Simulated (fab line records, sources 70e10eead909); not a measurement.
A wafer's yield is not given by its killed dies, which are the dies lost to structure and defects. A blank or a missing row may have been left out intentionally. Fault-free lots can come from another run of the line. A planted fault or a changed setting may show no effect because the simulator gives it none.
Which tool did it?	flow nand_harc	42 wafers from 14 lots sampled at 3 of the route's 1159 steps

WHAT EACH GAUGE READ, for each wafer
NHARC_P_M1_INSPECT_27. Usual: 330 for raw_defect_count, sd 120.
lot	measured	on	raw_defect_count	flag
L926	day 6 13:08	defect_inspect-01	305 426 252	
L925	day 6 13:58	defect_inspect-01	526 429 403	
L924	day 6 14:25	defect_inspect-02	615 321 365	
L927	day 6 23:37	defect_inspect-01	193 229 171	
L928	day 6 23:59	defect_inspect-02	350 378 183	
L929	day 7 07:22	defect_inspect-01	355 398 284	
L930	day 7 14:18	defect_inspect-02	236 253 315	
L931	day 8 00:42	defect_inspect-02	178 394 252	
L932	day 8 11:04	defect_inspect-01	284 194 147	
L937	day 9 07:20	defect_inspect-02	228 258 404	
L935	day 9 10:02	defect_inspect-01	436 749 546	
L945	day 11 05:35	defect_inspect-02	340 177 317	
L946	day 11 12:15	defect_inspect-01	200 298 290	
L947	day 11 17:39	defect_inspect-02	368 546 429	

TOOL THAT RAN EACH LOT (tool first, then ch and the chambers of the sampled wafers, then the start)
lot	NHARC_P_M0_PVD_21	NHARC_P_M1_ANNEAL_31
L926	pvd_sputter-02, day 6 12:22 or earlier	rtp_anneal-01 ch 0, day 6 12:22
L925	pvd_sputter-01, day 6 13:10 or earlier	rtp_anneal-02 ch 0, day 6 13:10
L924	pvd_sputter-02, day 6 13:33 or earlier	rtp_anneal-02 ch 0, day 6 13:33
L927	pvd_sputter-01, day 6 22:52 or earlier	rtp_anneal-01 ch 0, day 6 22:52
L928	pvd_sputter-02, day 6 23:16 or earlier	rtp_anneal-02 ch 0, day 6 23:16
L929	pvd_sputter-02, day 7 06:40 or earlier	rtp_anneal-01 ch 0, day 7 06:40
L930	pvd_sputter-01, day 7 13:31 or earlier	rtp_anneal-02 ch 0, day 7 13:31
L931	pvd_sputter-02, day 7 23:56 or earlier	rtp_anneal-02 ch 0, day 7 23:56
L932	pvd_sputter-02, day 8 10:15 or earlier	rtp_anneal-01 ch 0, day 8 10:15
L937	pvd_sputter-02, day 9 06:31 or earlier	rtp_anneal-01, day 9 06:31
L935	pvd_sputter-01, day 9 09:20 or earlier	rtp_anneal-02, day 9 09:20
L945	pvd_sputter-01, day 11 04:47 or earlier	rtp_anneal-01 ch 0, day 11 04:47
L946	pvd_sputter-03, day 11 11:26 or earlier	rtp_anneal-01 ch 0, day 11 11:26
L947	pvd_sputter-02, day 11 16:53 or earlier	rtp_anneal-02 ch 0, day 11 16:53
- NHARC_P_M0_PVD_21: deposits Cu, target thk 30 nm, time 20.49 s.
- NHARC_P_M1_ANNEAL_31: time 90 s.

AS READ BY THE TOOLS THEMSELVES (means over the sampled wafers that have a number; for cases with no such wafer, the mark the record gives instead)
NHARC_P_M0_PVD_21. Usual: 30.3 % for throttle_valve_pct, sd 0.79.
lot	tool	throttle_valve_pct (%)	flag
L926	pvd_sputter-02	30.8	
L925	pvd_sputter-01	31.0	
L924	pvd_sputter-02	30.4	
L927	pvd_sputter-01	29.8	
L928	pvd_sputter-02	30.8	
L929	pvd_sputter-02	30.9	
L930	pvd_sputter-01	29.9	
L931	pvd_sputter-02	30.7	
L932	pvd_sputter-02	30.5	
L937	pvd_sputter-02	30.3	
L935	pvd_sputter-01	30.4	
L945	pvd_sputter-01	29.8	
L946	pvd_sputter-03	30.0	
L947	pvd_sputter-02	30.3	

NHARC_P_M1_ANNEAL_31. Usual: anneal_temp_c 224.96 C, standard deviation 0.16; anneal_temp_c_max 226.1, standard deviation 0.54; wafer_temp_C_max 225.94, standard deviation 0.28.
lot	tool	anneal_temp_c (C)	anneal_temp_c_max	wafer_temp_C_max	flag
L926	rtp_anneal-01	225.07	225.7	226.07	
L925	rtp_anneal-02	224.99	226.5	225.93	
L924	rtp_anneal-02	224.94	226.7	225.64	
L927	rtp_anneal-01	224.98	225.8	225.83	
L928	rtp_anneal-02	224.80	226.6	225.57	
L929	rtp_anneal-01	225.07	225.8	226.13	
L930	rtp_anneal-02	225.02	226.8	225.81	
L931	rtp_anneal-02	225.02	226.9	225.84	
L932	rtp_anneal-01	224.82	225.5	226.00	
L937	rtp_anneal-01	-	-	-	OFF
L935	rtp_anneal-02	-	-	-	OFF
L945	rtp_anneal-01	224.92	225.8	226.40	
L946	rtp_anneal-01	224.98	225.5	225.64	
L947	rtp_anneal-02	224.97	226.6	225.70	

THE ANSWER, worked out from the rows above alone
Rule: take the mean of a lot's wafers that have a number; if it is more than 3 standard deviations from the usual mean, the lot is off. Also off: a lot with no number at a reading for which 4 or more lots have one. Any other lot the step has rows for is counted as sound. After the gauges, taken in route order, come the tools' own readings; for these a lot's mean is taken, as printed above. The first step at which some lot is off is used, and at that step the reading that is off furthest; a lot without a number counts as furthest.
Off: L937, L935, at NHARC_P_M1_ANNEAL_31 (anneal_temp_c). Without a number there: L937, L935.
A tool fits if, at that step or a process step before it, it ran every lot that is off, and no sound lot after the first of them. NHARC_P_M0_PVD_21 gives no start for some lots, so the hours and the order of its lots are those of NHARC_P_M1_ANNEAL_31. Not one of the candidates tried fits.

WHAT THE SIMULATOR HAD PUT IN
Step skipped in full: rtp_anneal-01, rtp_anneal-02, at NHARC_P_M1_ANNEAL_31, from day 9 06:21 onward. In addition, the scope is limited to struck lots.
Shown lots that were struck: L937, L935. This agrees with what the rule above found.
